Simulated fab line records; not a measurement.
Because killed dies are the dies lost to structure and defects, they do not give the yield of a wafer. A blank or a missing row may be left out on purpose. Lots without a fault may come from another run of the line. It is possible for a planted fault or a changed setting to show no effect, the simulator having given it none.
Struck lot and sound lot, side by side / flow n5-finfet / 15 steps out of a route of 1938
Sound: the wafers L261.1, L261.2, L261.5. Wafers struck: L267.3, L267.4, L267.6. At the end, the cause is stated.
For every step that has rows: the tool of each side, followed by ch and its chambers, followed by its first start. Under that, the readings that differ: sound wafers / struck wafers / difference of the means / sigmas: that difference in standard deviations of wafers without a fault.
alike: readings whose means differ by less than 2 such deviations, and words and numbers that are the same on both sides. not compared: withheld readings, readings that some wafer has no value for, bounds like >300 that may hide the same value, and numbers for which the record gives no deviation and whose values overlap.
Wherever a step has rows on one side only, a row that says differs or no value, or a row with sigmas, the two part there. Numbers that have no deviation but don't overlap get no sigmas and don't part them. Lack of a reading on every wafer of one side parts them only where that side has two or more wafers.

N5_BEOL_M5_CD_MEAS_35: target cd 28 nm, target cd y 24 nm.
  struck on cd-sem-02, day 10 10:09; sound on cd-sem-02, day 9 01:59
  alike: cd-nm
N5_BEOL_M5_CURE_80: cures SiCOH lowk, time 120 s.
  sound on uv-cure-01 ch 0, day 9 02:02; struck on uv-cure-02 ch 1, day 10 10:17
  alike: lamp-power-pct, wafer_temp_C_max
N5_BEOL_M5_DEGAS_44: time 60 s.
  struck on pvd-sputter-02, day 10 10:55; sound on pvd-sputter-02, day 9 02:39
  alike: heater-power-w
N5_BEOL_M5_PRE_CLEAN_45: time 30 s.
  struck on pvd-sputter-02, day 10 10:57; sound on pvd-sputter-02, day 9 02:41
  alike: heater-power-w
then, 4 steps without rows for these wafers: N5_BEOL_M5_ALD_86 (deposits TaN, pulse time 2 s, purge time 3 s, co reactant purge time 2 s); N5_BEOL_M5_SURFACE_TREAT_87; N5_BEOL_M5_CVD_47 (deposits Co from CCTBA/H2, target thk 3 nm, time 216 s); N5_BEOL_M5_SPUTTER_48 (material Cu, target thk 15 nm, time 27.62 s).
N5_BEOL_M5_ANNEAL_49: time 1800 s.
  struck on pvd-sputter-03, day 10 12:21; sound on pvd-sputter-02, day 9 03:19
  alike: heater-power-w, susceptor-temp-C, susceptor_temp_C_max
then, 1 step without rows for these wafers: N5_BEOL_M5_SPUTTER_81 (material Cu, target thk 15 nm, time 27.62 s).
N5_BEOL_M5_ANNEAL_82: time 1800 s.
  struck on pvd-sputter-03, day 10 13:26; sound on pvd-sputter-02, day 9 04:24
  alike: heater-power-w, susceptor-temp-C, susceptor_temp_C_max
then, 1 step without rows for these wafers: N5_BEOL_M5_SPUTTER_83 (material Cu, target thk 15 nm, time 27.62 s).
N5_BEOL_M5_ANNEAL_84: time 1800 s.
  struck on pvd-sputter-03, day 10 14:31; sound on pvd-sputter-02, day 9 05:29
  no value came back on the struck wafers for heater-power-w (W), susceptor-temp-C (C), susceptor_temp_C_max; on the sound wafers heater-power-w (W) reads 929 864 931
then, 1 step without rows for these wafers: N5_BEOL_M5_SPUTTER_88 (material Cu, target thk 15 nm, time 27.62 s).
-- record jumps: 4 days separate the struck wafers' starts on either side; left off in module BEOL_M5, taken up again in module PASSIVATION, whose first shown step is the route's number 1936 --
N5_PASSIVATION_PROBE_49:
  struck on prober-02, day 14 17:00; sound on prober-01, day 13 08:55
  alike: defect-limited-yield, killed_at_M0_to_M3, killed_at_M4_up, killed-at-contacts, killed-at-front-end, killed-at-other, killed-dies, killed-open, killed-short, sort_bin_5_function, sort_bin_6_memory, sort-n-pass, sort-yield-pct

== WHERE THEY PART ==
Within this record, at N5_BEOL_M5_ANNEAL_84 only. Later steps at which nothing parts them and some readings are alike: N5_PASSIVATION_PROBE_49.

WHY: what the simulator had put in
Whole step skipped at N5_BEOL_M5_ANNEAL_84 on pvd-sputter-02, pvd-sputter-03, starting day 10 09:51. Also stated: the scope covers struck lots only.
